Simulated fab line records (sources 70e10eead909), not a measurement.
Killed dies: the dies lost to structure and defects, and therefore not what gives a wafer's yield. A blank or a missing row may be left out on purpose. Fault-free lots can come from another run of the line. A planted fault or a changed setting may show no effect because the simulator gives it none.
fab line records	flow nand_harc
record lots=11	wafers=33	last_day=33
route steps=1302 shown A_STAIRCASE@716 END@1302
lots that met no fault: taken from a fault-free run of the same line
start_h: hours from the record's opening day to when the first of the lot's shown wafers began	wait_h: hours from the lot's prior step to this one	" the same as in the row above	L1.1+2: several wafers, shown together as one row	- no value, or no start was given	* or withheld: withheld	< > ~ a bound
route shown NAME@n: NAME is a module with steps in the file, n the number in the route of the first one	usual: mean/standard deviation of fault-free wafers	same: alike in all rows	chamber/n: place in a boat	sites: each site's reading	_std_site: standard deviation across them	_edge_site: the outer-site mean with the inner-site mean subtracted	radius_mm: for every site, how far away it sits from the centre of the wafer	mask NAME#n: copy n	behind: tool/chamber where the wafer was last shaped	hold: the reason the lot was held/the length of the hold in hours/how it ended	device: whichever transistor did not switch (one of n, p or np)	end of line: tests of these same wafers at the route's end	a step given without rows: its recipe and nothing more	killed: not the wafer's yield, but the dies lost to structure and defects at the first sort	map: shows each die of a wafer: x if killed, . if not, _ if none is there
set.NAME: the run value of the setting; set.NAME@STEP: its run value at that earlier step	model.NAME: the simulator's own value behind a step, which no gauge read
steps of the route over a sample of lots; a table a step, a row a wafer
services: when a tool's chamber went out of use (start_h, in hours from the record's first day, below 0 if earlier), for how many hours, and the reason
## steps
# step NHARC_A_STAIRCASE_TRIM_202
# recipe time_s=211.2	o2_flow_sccm=500	ar_flow_sccm=0	bias_w=0	chemistry=O2
# usual drypump_motor_current_A=5.6/0.63	mfc_ar_sccm=0.009/0.013	oes_product_au=0.997/0.011	rf_vpp_V=57.8/0.83	showerhead_plenum_p_Torr=3.50/0.13	throttle_valve_pct=17.036/0.0097
lot.wafer	tool	chamber	start_h	wait_h	drypump_motor_current_A	mfc_ar_sccm	oes_product_au	rf_hours_counter_h	rf_vpp_V	showerhead_plenum_p_Torr	throttle_valve_pct
L826.4	rie_diel-05	2	-	-	6.3	0.018	0.978	34	57.5	3.42	17.045
L826.2	"	3	"	"	4.9	0.010	0.983	33	57.8	3.28	17.027
L826.5	"	2	"	"	6.4	0.018	0.981	-	57.2	3.42	17.039
L827.3	rie_diel-05	3	-	-	4.9	0.010	0.984	34	56.5	3.28	17.032
L827.2	"	0	"	"	5.3	0.020	1.015	42	55.8	3.48	17.033
L827.6	"	1	"	"	4.8	0.023	1.008	-	55.8	3.39	17.026
L829.4	rie_diel-01	3	-	-	4.9	0	0.993	5	56.6	3.36	17.045
L829.2	"	0	"	"	5.5	0.041	0.990	4	57.5	3.53	17.026
L829.6	"	2	"	"	5.7	0	0.991	-	58.0	3.51	17.051
L830.1	rie_diel-06	2	-	-	5.0	0.004	1.010	45	57.2	3.48	17.029
L830.4	"	0	"	"	5.7	0	1.010	35	56.7	3.67	17.027
L830.6	"	2	"	"	5.0	0.004	1.001	-	57.4	3.48	17.054
L831.1	rie_diel-06	1	-	-	5.5	0	0.979	45	57.0	3.60	17.045
L831.4	"	0	"	"	5.6	0	1.009	38	58.0	3.67	17.042
L831.6	"	1	"	"	5.4	0	0.977	-	58.2	3.60	17.030
L832.2	rie_diel-01	2	-	-	5.7	0	0.978	14	57.5	3.50	17.029
L832.3	"	0	"	"	5.5	0.041	0.993	15	57.9	3.52	17.031
L832.5	"	3	"	"	4.9	0	1.001	-	56.4	3.35	17.043
L839.2	rie_diel-01	0	-	-	5.5	0.041	0.984	39	57.8	3.51	17.027
L839.3	"	2	"	"	5.7	0	0.984	40	57.7	3.49	17.028
L839.5	"	3	"	"	4.9	0	0.998	-	56.6	3.34	17.036
L840.3	rie_diel-01	3	-	-	4.9	0	1.001	43	56.9	3.34	17.011
L840.2	"	0	"	"	5.5	0.041	0.981	43	58.0	3.50	17.027
L840.6	"	2	"	"	5.7	0	0.985	-	58.5	3.49	17.043
L844.2	rie_diel-05	2	-	-	6.4	0.018	0.979	43	57.7	3.39	17.029
L844.4	"	0	"	"	5.3	0.020	1.001	43	57.3	3.45	17.026
L844.5	"	1	"	"	4.8	0.023	1.003	-	57.2	3.36	17.044
L846.3	rie_diel-06	3	-	-	6.5	0	1.016	31	59.4	3.79	17.052
L846.2	"	1	"	"	5.5	0	1.010	28	59.0	3.58	17.033
L846.5	"	2	"	"	5.0	0.004	1.014	-	57.9	3.45	17.028
L847.3	rie_diel-01	3	-	-	4.9	0	0.999	11	57.0	3.33	17.034
L847.6	"	3	"	"	4.9	0	0.991	-	58.8	3.33	17.051
L847.5	"	0	"	"	5.5	0.041	1.002	-	58.1	3.49	17.013
# step NHARC_A_STAIRCASE_DESCUM_219
# recipe time_s=3	o2_flow_sccm=200	ar_flow_sccm=0	bias_power_w=0	chemistry=O2
# usual drypump_motor_current_A=5.5/0.64	mfc_ar_sccm=0.012/0.012	oes_product_au=1.000/0.011	rf_vpp_V=57.8/0.89	showerhead_plenum_p_Torr=1.90/0.084	throttle_valve_pct=11.309/0.0086
lot.wafer	tool	chamber	start_h	wait_h	drypump_motor_current_A	mfc_ar_sccm	oes_product_au	rf_hours_counter_h	rf_vpp_V	showerhead_plenum_p_Torr	throttle_valve_pct
L826.4	rie_diel-01	2	374.62	-	5.7	0	0.978	61	58.4	1.90	11.303
L826.2	"	3	"	"	4.9	0	0.983	60	58.6	1.82	11.301
L826.5	"	2	"	"	5.7	0	0.990	-	57.8	1.90	11.315
L827.2	rie_diel-05	0	382.39	-	5.3	0.020	1.004	42	56.2	1.88	11.319
L827.3	"	3	"	"	4.9	0.010	0.993	34	57.7	1.77	11.320
L827.6	"	0	"	"	5.3	0.020	1.008	-	58.4	1.88	11.309
L829.4	rie_diel-06	2	407.70	-	5.0	0.004	1.011	36	58.4	1.89	11.308
L829.2	"	0	"	"	5.6	0	1.012	27	57.5	2.00	11.313
L829.6	"	2	"	"	5.0	0.004	1.014	-	57.5	1.89	11.312
L830.4	rie_diel-06	0	422.90	-	5.7	0	1.008	35	58.0	1.99	11.330
L830.1	"	1	"	"	5.5	0	0.987	42	59.1	1.96	11.310
L830.6	"	0	"	"	5.6	0	1.007	-	57.8	1.99	11.306
L831.4	rie_diel-06	0	435.53	-	5.6	0	1.011	38	60.1	1.99	11.302
L831.1	"	2	"	"	5.0	0.004	1.008	48	56.7	1.88	11.329
L831.6	"	0	"	"	5.6	0	1.006	-	57.4	1.99	11.302
L832.2	rie_diel-05	3	436.17	-	5.0	0.010	1.003	3	59.5	2.08	11.327
L832.3	"	2	"	"	6.3	0.018	0.998	3	56.9	1.85	11.306
L832.5	"	0	"	"	5.3	0.020	1.002	-	57.0	1.88	11.302
L839.2	rie_diel-05	3	510.78	-	4.9	0.010	0.992	25	58.4	2.07	11.306
L839.3	"	0	"	"	5.3	0.020	0.999	24	55.5	1.87	11.321
L839.5	"	2	"	"	6.3	0.018	0.998	-	57.9	1.84	11.317
L840.2	rie_diel-05	1	519.91	-	4.8	0.023	1.010	28	56.9	1.82	11.320
L840.3	"	2	"	"	6.3	0.018	0.988	30	57.8	1.84	11.310
L840.6	"	3	"	"	4.9	0.010	0.990	-	58.6	2.07	11.301
L844.2	rie_diel-06	1	561.76	-	5.5	0	1.012	20	58.8	1.94	11.297
L844.4	"	3	"	"	6.5	0	0.997	22	57.8	2.07	11.313
L844.5	"	1	"	"	5.5	0	0.995	-	58.5	1.94	11.314
L846.2	rie_diel-05	1	580.87	-	4.8	0.023	1.014	50	57.7	1.81	11.320
L846.3	"	0	"	"	5.2	0.020	1.003	51	57.8	1.86	11.293
L846.5	"	1	"	"	4.8	0.023	1.009	-	56.2	1.81	11.316
L847.3	rie_diel-01	2	592.58	-	5.7	0	0.991	9	57.1	1.88	11.299
L847.5	"	1	"	"	6.7	0	1.018	-	57.3	1.92	11.310
L847.6	"	2	"	"	5.7	0	0.997	-	57.9	1.88	11.302
# step NHARC_A_STAIRCASE_ETCH_223
# recipe target_depth_a=1000	time_s=40.5	ion_energy_ev=400	c4f8_flow_sccm=20	o2_flow_sccm=10	ar_flow_sccm=withheld	rf_w=600	bias_w=1000	chemistry=C4F8/O2
# usual oes_product_au=0.944/0.016	rf_vpp_V=895/5.3
lot.wafer	tool	chamber	start_h	wait_h	oes_product_au	rf_hours_counter_h	rf_vpp_V
L826.2	rie_diel-01	2	375.08	-	0.931	61	895
L826.4	"	3	"	"	0.948	61	889
L826.5	"	3	"	"	0.947	-	890
L827.3	rie_diel-05	0	382.88	-	0.940	43	893
L827.2	"	1	"	"	0.937	42	892
L827.6	"	3	"	"	0.930	-	887
L829.4	rie_diel-06	1	408.16	-	0.920	30	899
L829.2	"	3	"	"	0.955	33	887
L829.6	"	0	"	"	0.958	-	902
L830.1	rie_diel-06	1	423.38	-	0.916	42	899
L830.4	"	2	"	"	0.963	46	894
L830.6	"	0	"	"	0.935	-	900
L831.4	rie_diel-06	3	435.99	-	0.944	42	889
L831.1	"	1	"	"	0.938	45	898
L831.6	"	0	"	"	0.962	-	902
L832.3	rie_diel-05	3	436.64	-	0.937	4	906
L832.2	"	1	"	"	0.984	4	891
L832.5	"	0	"	"	0.938	-	893
L839.2	rie_diel-05	3	511.24	-	1.340	25	905
L839.3	"	1	"	"	1.335	25	889
L839.5	"	2	"	"	1.335	-	891
L840.3	rie_diel-05	3	520.37	-	1.353	29	905
L840.2	"	0	"	"	1.336	27	894
L840.6	"	1	"	"	1.361	-	891
L844.2	rie_diel-06	2	562.22	-	0.959	21	894
L844.4	"	1	"	"	0.953	20	897
L844.5	"	2	"	"	0.960	-	893
L846.2	rie_diel-05	0	581.40	-	0.945	51	895
L846.3	"	1	"	"	0.952	50	889
L846.5	"	3	"	"	0.924	-	903
L847.3	rie_diel-01	1	593.05	-	0.948	11	897
L847.5	"	3	"	"	0.935	-	889
L847.6	"	0	"	"	0.932	-	894
# step NHARC_A_STAIRCASE_TRIM_226
# recipe time_s=211.2	o2_flow_sccm=500	ar_flow_sccm=0	bias_w=0	chemistry=O2
# usual drypump_motor_current_A=5.5/0.63	mfc_ar_sccm=0.012/0.012	oes_product_au=0.999/0.011	rf_vpp_V=57.7/0.9	showerhead_plenum_p_Torr=3.49/0.14	throttle_valve_pct=17.036/0.0092
lot.wafer	tool	chamber	start_h	wait_h	drypump_motor_current_A	mfc_ar_sccm	oes_product_au	rf_hours_counter_h	rf_vpp_V	showerhead_plenum_p_Torr	throttle_valve_pct
L826.2	rie_diel-01	2	-	-	5.7	0	0.984	61	57.8	3.51	17.042
L826.4	"	3	"	"	4.9	0	0.993	61	58.1	3.36	17.027
L826.5	"	2	"	"	5.7	0	1.003	-	56.7	3.51	17.045
L827.3	rie_diel-05	2	-	-	6.3	0.018	0.992	36	57.8	3.42	17.026
L827.2	"	3	"	"	4.9	0.010	0.984	35	56.5	3.28	17.042
L827.6	"	1	"	"	4.8	0.023	1.007	-	57.7	3.39	17.046
L829.2	rie_diel-06	2	-	-	5.0	0.004	1.010	40	55.5	3.48	17.044
L829.4	"	1	"	"	5.5	0	0.987	34	58.8	3.61	17.051
L829.6	"	2	"	"	5.0	0.004	1.003	-	57.8	3.48	17.046
L830.1	rie_diel-06	1	-	-	5.4	0	0.979	42	59.2	3.60	17.034
L830.4	"	3	"	"	6.5	0	0.998	39	56.7	3.29	17.050
L830.6	"	1	"	"	5.5	0	0.980	-	59.2	3.60	17.039
L831.1	rie_diel-06	2	-	-	5.0	0.004	1.009	49	57.6	3.48	17.032
L831.4	"	0	"	"	5.6	0	1.015	39	58.2	3.67	17.027
L831.6	"	1	"	"	5.5	0	0.981	-	59.0	3.60	17.019
L832.3	rie_diel-05	3	-	-	4.9	0.010	0.996	4	59.3	3.81	17.030
L832.2	"	1	"	"	4.8	0.023	1.025	4	58.1	3.38	17.025
L832.5	"	3	"	"	4.9	0.010	1.003	-	58.0	3.81	17.036
L839.3	rie_diel-05	3	-	-	4.9	0.010	0.983	25	58.0	3.79	17.029
L839.2	"	0	"	"	5.3	0.020	0.990	24	58.0	3.46	17.019
L839.5	"	2	"	"	6.4	0.018	0.995	-	56.2	3.40	17.040
L840.3	rie_diel-05	0	-	-	5.3	0.020	0.995	27	57.4	3.46	17.040
L840.2	"	2	"	"	6.4	0.018	0.990	30	58.2	3.40	17.041
L840.6	"	0	"	"	5.3	0.020	1.014	-	57.9	3.46	17.044
L844.2	rie_diel-06	2	-	-	5.0	0.004	1.000	21	57.8	3.46	17.036
L844.4	"	0	"	"	5.7	0	1.011	22	59.2	3.64	17.052
L844.5	"	1	"	"	5.5	0	1.009	-	58.7	3.58	17.033
L846.3	rie_diel-05	3	-	-	4.9	0.010	0.990	54	58.8	3.78	17.044
L846.2	"	2	"	"	6.4	0.018	0.991	53	57.0	3.38	17.043
L846.5	"	0	"	"	5.3	0.020	0.993	-	57.7	3.44	17.041
L847.3	rie_diel-01	1	-	-	6.7	0	1.004	11	57.8	3.53	17.038
L847.5	"	3	"	"	4.9	0	0.986	-	56.6	3.33	17.041
L847.6	"	0	"	"	5.5	0.041	0.999	-	57.0	3.49	17.020
# step NHARC_END_SORT_01
# recipe temp_c=25
# usual killed_at_array=53/19	killed_at_other=0.7/1.1	killed_at_periphery=4.2/2.7	killed_dies=58/18	killed_open=3.1/1.9	killed_short=2.5/1.6
# same gross_dies=677
lot.wafer	tool	chamber	start_h	wait_h	killed_at_array	killed_at_other	killed_at_periphery	killed_dies	killed_open	killed_short
L839.2	prober-01	0	692.10	2.8	672	2	3	677	3	5
L839.3	prober-01	0	692.90	3.1	673	0	4	677	3	4
L839.5	prober-01	0	694.48	3.7	670	0	7	677	3	4
L840.2	prober-01	0	709.06	2.8	668	2	7	677	3	1
L840.3	prober-01	0	709.85	3.1	671	1	5	677	1	0
L840.6	prober-01	0	712.24	4.0	669	1	7	677	5	1
# killed by level:class
L839.2 A_STAIRCASE:area_etch=612 A_SLIT:chamber_film_flake=25 A_CHANNEL_HOLE_D1:chamber_film_flake=23 A_CONTACT:chamber_film_flake=5 A_WL_FILL:geometric_particle:short=2 P_STI:chamber_film_flake=2 A_CHANNEL_FILL_D2:geometric_particle:short=1 A_SGD_CUT:geometric_particle:open=1
L839.3 A_STAIRCASE:area_etch=597 A_CHANNEL_HOLE_D1:chamber_film_flake=30 A_SLIT:chamber_film_flake=28 A_CONTACT:chamber_film_flake=5 A_STAIRCASE:chamber_film_flake=4 A_DECK1_JOINT:chamber_film_flake=3 A_ONON_D1:geometric_particle:short=2 P_STI:geometric_particle:short=1
L839.5 A_STAIRCASE:area_etch=606 A_SLIT:chamber_film_flake=33 A_CHANNEL_HOLE_D1:chamber_film_flake=20 A_CONTACT:chamber_film_flake=3 A_ONON_D2:geometric_particle:short=2 A_DECK1_JOINT:chamber_film_flake=2 P_GATE:geometric_particle:open=1 P_CONTACT:geometric_particle:open=1
L840.2 A_STAIRCASE:area_etch=608 A_SLIT:chamber_film_flake=36 A_CHANNEL_HOLE_D1:chamber_film_flake=9 A_CONTACT:chamber_film_flake=5 P_STI:chamber_film_flake=3 A_DECK1_JOINT:chamber_film_flake=3 P_M1:chamber_film_flake=2 A_STAIRCASE:chamber_film_flake=2
L840.3 A_STAIRCASE:area_etch=619 A_SLIT:chamber_film_flake=33 A_CHANNEL_HOLE_D1:chamber_film_flake=12 P_M1:chamber_film_flake=4 A_DECK1_JOINT:chamber_film_flake=3 A_CONTACT:chamber_film_flake=3 P_CONTACT:geometric_particle:open=1 A_CHANNEL_FILL_D2:chamber_film_flake=1
L840.6 A_STAIRCASE:area_etch=610 A_SLIT:chamber_film_flake=38 A_CHANNEL_HOLE_D1:chamber_film_flake=7 A_CONTACT:chamber_film_flake=7 A_STAIRCASE:chamber_film_flake=2 P_STI:chamber_film_flake=2 P_M1:chamber_film_flake=2 P_GATE:geometric_particle:open=1
## services
tool	chamber	start_h	hours	kind
rie_diel-05	0	362.06	-	clean
rie_diel-05	1	362.06	-	clean
rie_diel-05	2	362.06	-	clean
rie_diel-05	3	362.06	-	clean
rie_diel-05	1	365.82	2.9	repair
rie_diel-01	-	377.14	1.4	repair
rie_diel-01	-	381.26	9.0	pm
rie_diel-05	0	386.56	-	clean
rie_diel-05	1	386.56	-	clean
rie_diel-05	2	386.56	-	clean
rie_diel-05	3	386.56	-	clean
rie_diel-06	-	402.50	0.5	repair
rie_diel-05	-	406.63	9.0	pm
rie_diel-05	0	406.63	9.0	vent_cycle
rie_diel-05	1	406.63	9.0	vent_cycle
rie_diel-05	2	406.63	9.0	vent_cycle
rie_diel-05	3	406.63	9.0	vent_cycle
rie_diel-05	0	415.63	-	clean
rie_diel-01	1	441.49	7.4	repair
rie_diel-06	-	484.25	9.0	pm
rie_diel-05	2	524.64	1.5	repair
rie_diel-01	3	528.71	7.8	repair
rie_diel-01	-	558.26	9.0	pm
rie_diel-05	-	583.68	9.0	pm
## key
first_sign step=NHARC_A_STAIRCASE_ETCH_223	reading=oes_product_au	direction=up	sigmas=26	usual=0.944	struck=1.343
effect step=NHARC_END_SORT_01	reading=killed_dies	direction=up	sigmas=34	usual=58	struck=677
more_kills_born_at NHARC_A_STAIRCASE_ETCH_223@rie_diel-05=3652
met_at NHARC_A_STAIRCASE_ETCH_223
struck_lots L839,L840
later_rows_left_out L839.2,L839.3,L839.5,L840.2,L840.3,L840.6
tester_left_out L839,L840
not_acting_at NHARC_A_STAIRCASE_TRIM_202,NHARC_A_STAIRCASE_DESCUM_219,NHARC_A_STAIRCASE_TRIM_226
onset_between 436.64 511.24
fault kind=process_parameter_drift	tool=rie_diel-05	chamber=-	onset_h=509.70	steps=NHARC_A_STAIRCASE_ETCH_223	channel=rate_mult	offset=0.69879	shape=step	end_h=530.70
# tester_left_out: of these lots the tester's yield and bins aren't shown, on N5 and GAA mostly nor the transistor test; their killed dies are dies lost to structure and defects alone, not to doping, threshold or leakage, so they don't give the yield
# later_rows_left_out: the simulator's readings of these wafers behind a module that went badly wrong aren't trusted and aren't shown, but for the sort
